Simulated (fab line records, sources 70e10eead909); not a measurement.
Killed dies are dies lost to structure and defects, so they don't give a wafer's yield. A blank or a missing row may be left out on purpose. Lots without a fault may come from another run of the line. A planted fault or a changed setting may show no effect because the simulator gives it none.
fab line records | flow nand_harc
record lots=6 wafers=18 last_day=23
route steps=1159 shown A_CHANNEL_HOLE_D1@454 END@1159
lots that met no fault: from a run of the same line without faults
start_h: hours from the record's first day to the start of the lot's first wafer shown | wait_h: hours since the lot's step before | " the same as in the row above | L1.1+2: a row that stands for several wafers | - no value, or no start given | * or withheld: withheld | < > ~ a bound
route shown NAME@n: a module of which the file shows steps, and the number in the route of the first | usual: mean/standard deviation of fault-free wafers | same: alike in all rows | chamber/n: place in a boat | sites: the reading at each site | _std_site: their standard deviation | _edge_site: outer sites' mean less inner sites' | radius_mm: how far each site lies from the wafer's centre | mask NAME#n: copy n | behind: the tool/chamber that last shaped the wafer | hold: why the lot was held/for how many hours/how that ended | device: the transistor (n, p or np) that didn't switch | end of line: the same wafers' tests at the end of the route | a step without rows: its recipe alone | killed: dies lost to structure and defects at the first sort, not the wafer's yield | map: a wafer's dies, x killed, . not, _ none there
set.NAME: the setting as run; set.NAME@STEP: as run at that earlier step | model.NAME: the simulator's own value behind a step, which no gauge read
lots at some steps of the route; a table a step, a row a wafer
services: from which hour (start_h, from the record's first day; less than 0 if before it) a tool's chamber was out of use, for how many hours, and why
## steps
# step NHARC_A_CHANNEL_HOLE_D1_COAT_36
# recipe temp_c=260 time_s=75
# step NHARC_A_CHANNEL_HOLE_D1_COAT_37
# recipe temp_c=225 time_s=65
# step NHARC_A_CHANNEL_HOLE_D1_COAT_04
# recipe spin_rpm=1500 resist_thk_nm=90
# step NHARC_A_CHANNEL_HOLE_D1_SOFTBAKE_05
# recipe temp_c=105 time_s=55
# step NHARC_A_CHANNEL_HOLE_D1_EBR_06
# step NHARC_A_CHANNEL_HOLE_D1_EXPOSE_07
# recipe na=1.35 target_cd_nm=100 sigma_outer=0.3 dose_mj=59.65 mask_id=HOLE_D1
# step NHARC_A_CHANNEL_HOLE_D1_PEB_08
# recipe peb_temp_c=100 peb_time_s=65
# step NHARC_A_CHANNEL_HOLE_D1_DEVELOP_09
# recipe develop_time_s=35 dev_temp_c=23
# step NHARC_A_CHANNEL_HOLE_D1_CD_MEAS_10
# recipe target_cd_nm=100 landing_energy_ev=500
# usual cd_nm=99.9/0.48
# columns lot.wafer tool chamber start_h wait_h cd_nm
L595.3 cd_sem-03 0 185.44 - 100.5
L595.4 " 0 " " 100.2
L595.6 " 0 " " 100.4
L604.1 cd_sem-01 0 227.97 - 100.2
L604.4 " 0 " " 100.3
L604.6 " 0 " " 100.5
L608.2 cd_sem-03 0 255.30 - 100.0
L608.4 " 0 " " 100.1
L608.6 " 0 " " 99.7
L606.1 cd_sem-03 0 257.04 - 100.2
L606.4 " 0 " " 100.1
L606.5 " 0 " " 100.0
L614.1 cd_sem-03 0 277.25 - 99.8
L614.2 " 0 " " 100.0
L614.3 " 0 " " 100.6
L613.1 cd_sem-02 0 277.40 - 100.3
L613.3 " 0 " " 100.6
L613.6 " 0 " " 100.5
# step NHARC_A_CHANNEL_HOLE_D1_OVL_MEAS_11
# usual overlay_x_nm=0.2/0.86 overlay_y_nm=0.5/0.99
# columns lot.wafer tool chamber start_h wait_h overlay_x_nm overlay_y_nm
L595.3 overlay-02 - 185.52 - -0.1 0.3
L595.4 " - " " 0.6 -0.2
L595.6 " - " " 0.5 0.2
L604.1 overlay-01 - 228.06 - 1.3 0.3
L604.4 " - " " 1.1 -0.6
L604.6 " - " " 1.0 1.0
L608.2 overlay-02 - 255.38 - -0.9 1.5
L608.4 " - " " -0.7 1.8
L608.6 " - " " -1.1 1.9
L606.1 overlay-01 - 257.13 - -0.4 1.3
L606.4 " - " " -0.7 1.6
L606.5 " - " " -0.3 0.6
L614.1 overlay-01 - 277.34 - 1.7 0.3
L614.2 " - " " 1.3 0.5
L614.3 " - " " 1.3 0.6
L613.1 overlay-02 - 277.49 - 0.0 2.1
L613.3 " - " " 0.5 1.6
L613.6 " - " " 0.1 1.7
# step NHARC_A_CHANNEL_HOLE_D1_INSPECT_12
# usual raw_defect_count=5.5/2.7
# columns lot.wafer tool chamber start_h wait_h raw_defect_count
L595.3 defect_inspect-02 - 185.56 0.0 4
L595.4 " - " " 4
L595.6 " - " " 3
L604.1 defect_inspect-01 - 228.09 0.0 1
L604.4 " - " " 8
L604.6 " - " " 3
L608.2 defect_inspect-01 - 255.42 0.0 4
L608.4 " - " " 6
L608.6 " - " " 6
L606.1 defect_inspect-02 - 257.16 0.0 6
L606.4 " - " " 3
L606.5 " - " " 3
L614.1 defect_inspect-01 - 277.38 0.0 2
L614.2 " - " " 4
L614.3 " - " " 1
L613.1 defect_inspect-02 - 277.53 0.0 6
L613.3 " - " " 13
L613.6 " - " " 6
# step NHARC_A_CHANNEL_HOLE_D1_DESCUM_15
# recipe time_s=3 o2_flow_sccm=200 ar_flow_sccm=0 bias_power_w=0 chemistry=O2
# usual drypump_motor_current_A=5.5/0.43 oes_product_au=0.999/0.0099 rf_vpp_V=57.7/0.93 showerhead_plenum_p_Torr=1.91/0.081 throttle_valve_pct=11.311/0.0096
# columns lot.wafer tool chamber start_h wait_h drypump_motor_current_A oes_product_au rf_hours_counter_h rf_vpp_V showerhead_plenum_p_Torr throttle_valve_pct
L595.3 rie_diel-10 2 185.62 0.1 5.3 0.991 0 57.7 1.95 11.314
L595.4 " 0 " " 6.3 0.991 0 57.6 2.02 11.314
L595.6 " 2 " " 5.3 0.987 - 57.9 1.95 11.308
L604.1 rie_diel-07 1 228.16 0.1 5.4 1.002 15 58.1 1.80 11.315
L604.4 " 3 " " 6.3 0.999 14 57.5 1.83 11.295
L604.6 " 0 " " 5.1 1.007 - 56.8 1.91 11.296
L608.2 rie_diel-05 2 255.48 0.1 5.1 0.982 3 59.1 2.04 11.332
L608.4 " 1 " " 5.3 0.995 2 57.2 1.83 11.314
L608.6 " 3 " " 5.1 0.997 - 58.6 2.02 11.311
L606.4 rie_diel-10 1 257.24 0.1 5.9 0.992 5 55.9 1.80 11.309
L606.1 " 2 " " 5.3 0.997 5 57.4 1.95 11.313
L606.5 " 0 " " 6.3 1.006 - 56.6 2.02 11.303
L614.2 rie_diel-10 3 277.44 0.1 6.0 1.000 4 57.4 1.91 11.323
L614.1 " 1 " " 5.9 0.971 6 57.4 1.80 11.328
L614.3 " 2 " " 5.3 0.982 6 58.4 1.95 11.325
L613.1 rie_diel-05 3 277.61 0.1 5.1 1.001 5 58.3 2.02 11.310
L613.3 " 0 " " 5.4 0.985 5 58.0 1.96 11.321
L613.6 " 1 " " 5.3 1.012 - 58.0 1.83 11.290
# step NHARC_A_CHANNEL_HOLE_D1_ETCH_38
# recipe target_depth_a=390 over_etch_frac=0.3 time_s=65 ion_energy_ev=80 cf4_flow_sccm=150 ar_flow_sccm=0 rf_w=300 bias_w=100 chemistry=CF4
# usual bias_w=100.00/0.3 cf4_flow_sccm=150.0/0.51 drypump_motor_current_A=5.5/0.42 oes_product_au=0.997/0.01 rf_vpp_V=151.2/1.3 showerhead_plenum_p_Torr=1.77/0.071 throttle_valve_pct=13.283/0.0094
# columns lot.wafer tool chamber start_h wait_h bias_w cf4_flow_sccm drypump_motor_current_A oes_product_au rf_hours_counter_h rf_vpp_V showerhead_plenum_p_Torr throttle_valve_pct
L595.3 rie_diel-10 1 185.71 0.1 100.10 151.2 5.9 0.985 0 147.7 1.67 13.280
L595.4 " 2 " " 100.02 150.0 5.3 0.989 0 151.1 1.80 13.276
L595.6 " 3 " " 99.76 149.1 6.0 1.003 - 151.4 1.77 13.274
L604.1 rie_diel-10 0 228.26 0.1 - - - - - - - -
L604.4 " 0 " " - - - - - - - -
L604.6 " 1 " " - - - - - - - -
L608.4 rie_diel-05 0 255.57 0.1 99.66 150.4 5.5 1.002 2 150.6 1.81 13.294
L608.2 " 1 " " 100.51 149.9 5.3 1.003 2 151.3 1.70 13.282
L608.6 " 0 " " 99.93 150.1 5.4 0.996 - 152.1 1.81 13.293
L606.1 rie_diel-10 2 257.31 0.1 - - - - - - - -
L606.4 " 3 " " - - - - - - - -
L606.5 " 2 " " - - - - - - - -
L614.1 rie_diel-10 2 277.54 0.1 100.05 150.3 5.3 0.991 6 151.3 1.80 13.268
L614.2 " 3 " " 99.93 150.8 6.1 0.997 4 151.6 1.77 13.273
L614.3 " 1 " " 100.58 149.5 5.9 0.993 6 150.9 1.67 13.285
L613.1 rie_diel-05 1 277.67 0.1 99.59 150.2 5.3 0.999 5 150.3 1.70 13.274
L613.3 " 0 " " 100.07 150.8 5.4 0.988 5 151.6 1.81 13.285
L613.6 " 2 " " 99.68 150.1 5.1 1.001 - 153.6 1.88 13.280
# step NHARC_A_CHANNEL_HOLE_D1_ETCH_39
# recipe target_depth_a=2600 over_etch_frac=0.3 time_s=325 ion_energy_ev=200 n2_flow_sccm=150 h2_flow_sccm=150 ar_flow_sccm=0 rf_w=400 bias_w=150 chemistry=N2/H2
# usual bias_w=150.0/0.47 chamber_pressure_mTorr=30.000/0.027 drypump_motor_current_A=5.6/0.43 oes_product_au=0.998/0.0095 rf_vpp_V=430.4/2.6 showerhead_plenum_p_Torr=2.04/0.089 throttle_valve_pct=14.172/0.0093
# columns lot.wafer tool chamber start_h wait_h bias_w chamber_pressure_mTorr drypump_motor_current_A oes_product_au rf_hours_counter_h rf_vpp_V showerhead_plenum_p_Torr throttle_valve_pct
L595.4 rie_diel-10 3 - - 150.3 30.013 6.1 0.996 0 430.4 2.04 14.169
L595.3 " 1 " " 150.1 29.980 5.9 0.984 0 427.4 1.92 14.168
L595.6 " 0 " " 150.0 29.976 6.3 1.000 - 432.8 2.15 14.173
L604.1 rie_diel-10 2 228.37 0.1 149.5 29.989 5.3 0.991 3 432.9 2.08 14.168
L604.6 " 2 " " 149.9 29.980 5.3 0.985 - 432.5 2.08 14.170
L604.4 " 0 " " 150.1 30.035 6.3 1.005 - 434.4 2.15 14.173
L608.4 rie_diel-05 0 - - 150.0 29.985 5.5 0.992 2 432.6 2.09 14.182
L608.2 " 1 " " 150.4 30.013 5.3 1.008 2 428.6 1.95 14.165
L608.6 " 0 " " 150.0 29.991 5.5 1.001 - 431.8 2.09 14.175
L606.4 rie_diel-10 1 257.45 0.1 149.3 30.014 5.9 0.990 5 426.3 1.92 14.170
L606.1 " 2 " " 150.2 30.050 5.3 0.983 5 432.4 2.08 14.168
L606.5 " 3 " " 149.7 30.017 6.0 0.986 - 432.3 2.04 14.168
L614.2 rie_diel-10 1 - - 150.2 30.062 5.9 0.986 6 425.5 1.92 14.156
L614.1 " 2 " " 149.9 30.021 5.3 0.991 6 431.9 2.08 14.186
L614.3 " 3 " " 150.2 29.996 6.1 1.008 4 431.4 2.04 14.190
L613.3 rie_diel-05 1 - - 150.4 30.025 5.3 1.018 5 427.8 1.95 14.181
L613.1 " 2 " " 150.0 30.006 5.1 0.998 6 433.1 2.18 14.176
L613.6 " 0 " " 149.6 29.985 5.5 0.997 - 432.2 2.09 14.179
# step NHARC_END_SORT_01
# recipe temp_c=25
# usual killed_at_array=28/8.6 killed_at_other=0.7/1.2 killed_at_periphery=3.1/2.3 killed_dies=32/8.7 killed_open=3.2/1.7 killed_short=2.0/1.5
# same gross_dies=677
# columns lot.wafer tool chamber start_h wait_h killed_at_array killed_at_other killed_at_periphery killed_dies killed_open killed_short
L595.3 prober-02 0 445.93 3.1 27 0 2 29 5 1
L595.4 prober-02 0 446.72 3.4 37 1 1 39 2 3
L595.6 prober-02 0 448.30 4.0 35 3 3 41 2 5
L604.1 prober-01 0 492.92 2.5 676 0 1 677 1 4
L604.4 prober-01 0 495.30 3.4 676 1 0 677 2 3
L604.6 prober-01 0 496.89 4.0 676 1 0 677 3 2
L606.1 prober-01 0 508.58 2.6 677 0 0 677 2 0
L606.4 prober-01 0 511.00 3.4 677 0 0 677 3 1
L606.5 prober-01 0 511.80 3.7 677 0 0 677 1 2
L608.2 prober-02 0 515.84 2.8 31 0 2 33 6 4
L608.4 prober-02 0 517.41 3.4 25 0 1 26 4 4
L608.6 prober-02 0 518.99 3.9 20 0 0 20 1 3
L614.1 prober-02 0 546.36 2.5 12 0 3 15 2 4
L614.2 prober-02 0 547.15 2.8 22 0 1 23 7 1
L614.3 prober-02 0 547.95 3.1 16 0 2 18 2 1
L613.1 prober-02 0 554.11 2.5 34 0 2 36 1 2
L613.3 prober-02 0 555.74 3.1 26 0 2 28 4 0
L613.6 prober-02 0 558.18 4.1 37 0 6 43 2 4
# killed by level:class
L595.3 A_CHANNEL_HOLE_D1:chamber_film_flake=14 A_SLIT:chamber_film_flake=7 P_CONTACT:geometric_particle:open=1 P_M2:geometric_particle:open=1 A_CHANNEL_FILL_D1:geometric_particle:open=1 A_SGD_CUT:geometric_particle:open=1 A_SGD_CUT:geometric_particle:short=1 A_WL_FILL:geometric_particle:open=1
L595.4 A_CHANNEL_HOLE_D1:chamber_film_flake=18 A_SLIT:chamber_film_flake=6 A_STAIRCASE:chamber_film_flake=3 A_WL_FILL:chamber_film_flake=3 A_CONTACT:chamber_film_flake=2 P_GATE:geometric_particle:short=1 A_CHANNEL_FILL_D1:geometric_particle:short=1 A_SLIT:geometric_particle:open=1
L595.6 A_CHANNEL_HOLE_D1:chamber_film_flake=16 A_SLIT:chamber_film_flake=10 A_WL_FILL:chamber_film_flake=3 THIN_TSV:chamber_film_flake=3 P_CONTACT:geometric_particle:short=2 A_SOURCE_PLATE:geometric_particle:open=1 A_CHANNEL_FILL_D1:geometric_particle:short=1 A_WL_FILL:geometric_particle:open=1
L604.1 A_CHANNEL_HOLE_D1:area_etch=645 A_SLIT:chamber_film_flake=11 A_CONTACT:chamber_film_flake=8 A_STAIRCASE:chamber_film_flake=7 P_M0:geometric_particle:short=1 A_ONON_D1:geometric_particle:short=1 A_ONON_D1:geometric_particle:open=1 A_CHANNEL_HOLE_D1:geometric_particle:short=1
L604.4 A_CHANNEL_HOLE_D1:area_etch=649 A_SLIT:chamber_film_flake=11 A_STAIRCASE:chamber_film_flake=6 A_CHANNEL_HOLE_D1:chamber_film_flake=3 A_ONON_D1:geometric_particle:short=2 A_ONON_D1:geometric_particle:open=1 A_SGD_CUT:geometric_particle:short=1 A_BLC:geometric_particle:open=1
L604.6 A_CHANNEL_HOLE_D1:area_etch=652 A_SLIT:chamber_film_flake=10 A_CONTACT:chamber_film_flake=5 A_CHANNEL_HOLE_D1:chamber_film_flake=2 A_STAIRCASE:chamber_film_flake=2 A_ONON_D1:geometric_particle:short=1 A_ONON_D1:geometric_particle:open=1 A_WL_FILL:geometric_particle:open=1
L606.1 A_CHANNEL_HOLE_D1:area_etch=644 A_CHANNEL_HOLE_D1:chamber_film_flake=12 A_SLIT:chamber_film_flake=10 A_STAIRCASE:chamber_film_flake=3 A_WL_FILL:chamber_film_flake=3 A_SGD_CUT:chamber_film_flake=2 A_CHANNEL_FILL_D1:geometric_particle:open=1 A_CONTACT:geometric_particle:open=1
L606.4 A_CHANNEL_HOLE_D1:area_etch=634 A_CHANNEL_HOLE_D1:chamber_film_flake=16 A_SLIT:chamber_film_flake=16 A_WL_FILL:chamber_film_flake=4 A_STAIRCASE:chamber_film_flake=2 A_ONON_D1:geometric_particle:open=1 A_CHANNEL_FILL_D1:geometric_particle:short=1 A_CONTACT:geometric_particle:open=1
L606.5 A_CHANNEL_HOLE_D1:area_etch=630 A_CHANNEL_HOLE_D1:chamber_film_flake=23 A_SLIT:chamber_film_flake=13 A_WL_FILL:chamber_film_flake=4 A_CHANNEL_FILL_D1:geometric_particle:short=2 A_STAIRCASE:chamber_film_flake=2 A_SGD_CUT:geometric_particle:open=1 A_CHANNEL_FILL_D1:chamber_film_flake=1
L608.2 A_SLIT:chamber_film_flake=12 A_CONTACT:chamber_film_flake=8 A_CHANNEL_FILL_D1:geometric_particle:short=2 A_CONTACT:geometric_particle:open=2 A_CHANNEL_HOLE_D1:chamber_film_flake=2 P_CONTACT:geometric_particle:short=1 P_M2:geometric_particle:open=1 A_ONON_D1:geometric_particle:open=1
L608.4 A_SLIT:chamber_film_flake=7 A_CHANNEL_HOLE_D1:chamber_film_flake=4 A_CONTACT:chamber_film_flake=4 A_STAIRCASE:chamber_film_flake=3 A_WL_FILL:geometric_particle:short=2 P_M1:geometric_particle:open=1 A_ONON_D1:geometric_particle:open=1 A_CHANNEL_FILL_D1:geometric_particle:short=1
L608.6 A_SLIT:chamber_film_flake=11 A_CONTACT:chamber_film_flake=4 A_ONON_D1:geometric_particle:short=1 A_CHANNEL_HOLE_D1:geometric_particle:short=1 A_WL_FILL:geometric_particle:short=1 A_CONTACT:geometric_particle:open=1 A_ZERO_WELL:chamber_film_flake=1
L614.1 A_CONTACT:chamber_film_flake=5 P_GATE:geometric_particle:short=1 P_M0:geometric_particle:open=1 A_CHANNEL_FILL_D1:geometric_particle:short=1 A_WL_FILL:geometric_particle:short=1 A_CONTACT:geometric_particle:open=1 A_M1:geometric_particle:short=1 P_ZERO_WELL:chamber_film_flake=1
L614.2 A_CHANNEL_HOLE_D1:chamber_film_flake=8 A_CONTACT:chamber_film_flake=7 A_BLC:geometric_particle:open=2 P_M0:geometric_particle:open=1 A_ONON_D1:geometric_particle:open=1 A_CHANNEL_FILL_D1:geometric_particle:open=1 A_WL_FILL:geometric_particle:open=1 A_WL_FILL:geometric_particle:short=1
L614.3 A_CHANNEL_HOLE_D1:chamber_film_flake=6 A_CONTACT:chamber_film_flake=6 A_ONON_D1:geometric_particle:short=1 A_BLC:geometric_particle:open=1 A_M0:geometric_particle:open=1 P_STI:chamber_film_flake=1 P_M2:chamber_film_flake=1 A_SLIT:chamber_film_flake=1
L613.1 A_CHANNEL_HOLE_D1:chamber_film_flake=19 A_CONTACT:chamber_film_flake=5 A_STAIRCASE:chamber_film_flake=4 P_STI:chamber_film_flake=2 A_BONDPAD:chamber_film_flake=2 A_ONON_D1:geometric_particle:open=1 A_WL_FILL:geometric_particle:short=1 A_CONTACT:geometric_particle:short=1
L613.3 A_CHANNEL_HOLE_D1:chamber_film_flake=18 A_M1:geometric_particle:open=2 A_BONDPAD:chamber_film_flake=2 P_M0:geometric_particle:open=1 A_BLC:geometric_particle:open=1 P_STI:chamber_film_flake=1 A_STAIRCASE:chamber_film_flake=1 A_WL_FILL:chamber_film_flake=1
L613.6 A_CHANNEL_HOLE_D1:chamber_film_flake=23 A_CONTACT:chamber_film_flake=5 P_ZERO_WELL:chamber_film_flake=2 A_STAIRCASE:chamber_film_flake=2 P_CONTACT:geometric_particle:short=1 P_M0:geometric_particle:open=1 A_CHANNEL_HOLE_D1:geometric_particle:short=1 A_SGD_CUT:geometric_particle:short=1
# map L604.1 (x killed, . not)
____________x____________
_________xxxxxxx_________
_______xxxxxxxxxxx_______
______xxxxxxxxxxxxx______
_____xxxxxxxxxxxxxxx_____
____xxxxxxxxxxxxxxxxx____
____xxxxxxxxxxxxxxxxx____
___xxxxxxxxxxxxxxxxxxx___
___xxxxxxxxxxxxxxxxxxx___
__xxxxxxxxxxxxxxxxxxxxx__
__xxxxxxxxxxxxxxxxxxxxx__
_xxxxxxxxxxxxxxxxxxxxxxx_
_xxxxxxxxxxxxxxxxxxxxxxx_
_xxxxxxxxxxxxxxxxxxxxxxx_
_xxxxxxxxxxxxxxxxxxxxxxx_
_xxxxxxxxxxxxxxxxxxxxxxx_
xxxxxxxxxxxxxxxxxxxxxxxxx
xxxxxxxxxxxxxxxxxxxxxxxxx
xxxxxxxxxxxxxxxxxxxxxxxxx
xxxxxxxxxxxxxxxxxxxxxxxxx
xxxxxxxxxxxxxxxxxxxxxxxxx
_xxxxxxxxxxxxxxxxxxxxxxx_
_xxxxxxxxxxxxxxxxxxxxxxx_
_xxxxxxxxxxxxxxxxxxxxxxx_
_xxxxxxxxxxxxxxxxxxxxxxx_
_xxxxxxxxxxxxxxxxxxxxxxx_
__xxxxxxxxxxxxxxxxxxxxx__
__xxxxxxxxxxxxxxxxxxxxx__
___xxxxxxxxxxxxxxxxxxx___
___xxxxxxxxxxxxxxxxxxx___
____xxxxxxxxxxxxxxxxx____
____xxxxxxxxxxxxxxxxx____
_____xxxxxxxxxxxxxxx_____
______xxxxxxxxxxxxx______
_______xxxxxxxxxxx_______
_________xxxxxxx_________
____________x____________
# map L606.1 (x killed, . not)
____________x____________
_________xxxxxxx_________
_______xxxxxxxxxxx_______
______xxxxxxxxxxxxx______
_____xxxxxxxxxxxxxxx_____
____xxxxxxxxxxxxxxxxx____
____xxxxxxxxxxxxxxxxx____
___xxxxxxxxxxxxxxxxxxx___
___xxxxxxxxxxxxxxxxxxx___
__xxxxxxxxxxxxxxxxxxxxx__
__xxxxxxxxxxxxxxxxxxxxx__
_xxxxxxxxxxxxxxxxxxxxxxx_
_xxxxxxxxxxxxxxxxxxxxxxx_
_xxxxxxxxxxxxxxxxxxxxxxx_
_xxxxxxxxxxxxxxxxxxxxxxx_
_xxxxxxxxxxxxxxxxxxxxxxx_
xxxxxxxxxxxxxxxxxxxxxxxxx
xxxxxxxxxxxxxxxxxxxxxxxxx
xxxxxxxxxxxxxxxxxxxxxxxxx
xxxxxxxxxxxxxxxxxxxxxxxxx
xxxxxxxxxxxxxxxxxxxxxxxxx
_xxxxxxxxxxxxxxxxxxxxxxx_
_xxxxxxxxxxxxxxxxxxxxxxx_
_xxxxxxxxxxxxxxxxxxxxxxx_
_xxxxxxxxxxxxxxxxxxxxxxx_
_xxxxxxxxxxxxxxxxxxxxxxx_
__xxxxxxxxxxxxxxxxxxxxx__
__xxxxxxxxxxxxxxxxxxxxx__
___xxxxxxxxxxxxxxxxxxx___
___xxxxxxxxxxxxxxxxxxx___
____xxxxxxxxxxxxxxxxx____
____xxxxxxxxxxxxxxxxx____
_____xxxxxxxxxxxxxxx_____
______xxxxxxxxxxxxx______
_______xxxxxxxxxxx_______
_________xxxxxxx_________
____________x____________
## services
# columns tool chamber start_h hours kind
rie_diel-05 - 163.60 9.0 pm
rie_diel-05 3 173.18 4.9 repair
rie_diel-10 - 176.50 9.0 pm
rie_diel-10 0 176.50 9.0 vent_cycle
rie_diel-10 1 176.50 9.0 vent_cycle
rie_diel-10 2 176.50 9.0 vent_cycle
rie_diel-10 3 176.50 9.0 vent_cycle
rie_diel-10 0 185.50 - clean
rie_diel-10 1 185.50 - clean
rie_diel-10 2 185.50 - clean
rie_diel-10 3 185.50 - clean
rie_diel-07 0 189.71 6.5 repair
rie_diel-05 - 201.79 34.4 repair
rie_diel-10 3 206.26 4.2 repair
rie_diel-10 0 210.00 - clean
rie_diel-10 1 210.00 - clean
rie_diel-10 2 210.00 - clean
rie_diel-10 3 216.83 24.6 repair
rie_diel-07 - 228.21 9.0 pm
rie_diel-10 0 232.81 11.0 repair
rie_diel-10 1 234.50 - clean
rie_diel-10 2 234.50 - clean
rie_diel-10 0 259.00 - clean
rie_diel-10 0 267.78 12.2 repair
## key
first_sign step=NHARC_A_CHANNEL_HOLE_D1_ETCH_38 reading=tool_record direction=missing
effect step=NHARC_END_SORT_01 reading=killed_at_array direction=up sigmas=76 usual=28 struck=676
more_kills_born_at NHARC_A_CHANNEL_HOLE_D1_ETCH_38@rie_diel-10=3854
met_at NHARC_A_CHANNEL_HOLE_D1_ETCH_38
struck_wafers L604.1,L604.4,L604.6,L606.1,L606.4,L606.5
later_rows_left_out L604.1,L604.4,L604.6,L606.1,L606.4,L606.5
tester_left_out L604,L606
onset_between 185.71 228.26
fault kind=skipped_step_whole tool=rie_diel-10 chamber=- onset_h=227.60 steps=NHARC_A_CHANNEL_HOLE_D1_ETCH_38 scope=struck_lots_only
# tester_left_out: of these lots the tester's yield and bins aren't shown, on N5 and GAA mostly nor the transistor test; their killed dies are dies lost to structure and defects alone, not to doping, threshold or leakage, so they don't give the yield
# later_rows_left_out: the simulator's readings of these wafers behind a module that went badly wrong aren't trusted and aren't shown, but for the sort
